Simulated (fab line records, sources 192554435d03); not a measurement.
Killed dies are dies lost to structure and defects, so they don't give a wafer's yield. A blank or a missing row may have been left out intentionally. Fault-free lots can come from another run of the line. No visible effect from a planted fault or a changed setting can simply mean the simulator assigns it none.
What tool caused it? :: flow n5 finfet :: 12 lots, 36 wafers sampled, at 1 step of a route of 1938

WHAT THE GAUGES READ, wafer by wafer
N5_BEOL_M2_OCD_MEAS_38.
lot: L075
measured: day 7 02:05
on: ocd-02
trench depth nm (nm): 55.4 55.4 57.5

lot: L077
measured: day 7 13:16
on: ocd-01
trench depth nm (nm): 55.0 55.1 57.2

lot: L079
measured: day 8 00:19
on: ocd-01
trench depth nm (nm): 53.6 54.7 53.2

lot: L081
measured: day 8 13:17
on: ocd-02
trench depth nm (nm): 56.9 56.3 55.7

lot: L083
measured: day 8 21:46
on: ocd-01
trench depth nm (nm): 56.4 53.9 56.5

lot: L085
measured: day 9 12:17
on: ocd-02
trench depth nm (nm): 56.0 55.2 55.1

lot: L087
measured: day 10 04:54
on: ocd-02
trench depth nm (nm): 56.7 55.2 56.0

lot: L090
measured: day 10 15:16
on: ocd-02
trench depth nm (nm): 55.6 56.9 55.7

lot: L091
measured: day 10 18:20
on: ocd-01
trench depth nm (nm): 56.3 56.2 56.2

lot: L093
measured: day 11 09:35
on: ocd-01
trench depth nm (nm): 56.3 53.3 56.3

lot: L095
measured: day 11 21:18
on: ocd-01
trench depth nm (nm): 54.9 55.5 54.6

lot: L097
measured: day 12 12:33
on: ocd-01
trench depth nm (nm): 56.3 57.0 57.3

TOOL THAT RAN EACH LOT (tool first, then ch and the chambers of the sampled wafers, then the start)
Record: no process step prior to these readings.

THE ANSWER, worked out from the rows above alone
Rule: what is usual is taken from the lots themselves. The widest of any qualifying gaps counts: lots, ordered by their means at a reading, are off when they make up no more than a third of the lots, leave a main group of 4 or more, and stand apart from it by 3 or more times the standard deviation of that group's means. If all means in a main group match to the digits the tables above print for the reading, that group is not used. A lot without any number at a reading at which 4 lots or more have one is off too. The other lots that the step has rows for count as sound.
Across all readings shown, no lot is off: no conclusion can be drawn from this.

WHAT THE SIMULATOR HAD INSERTED
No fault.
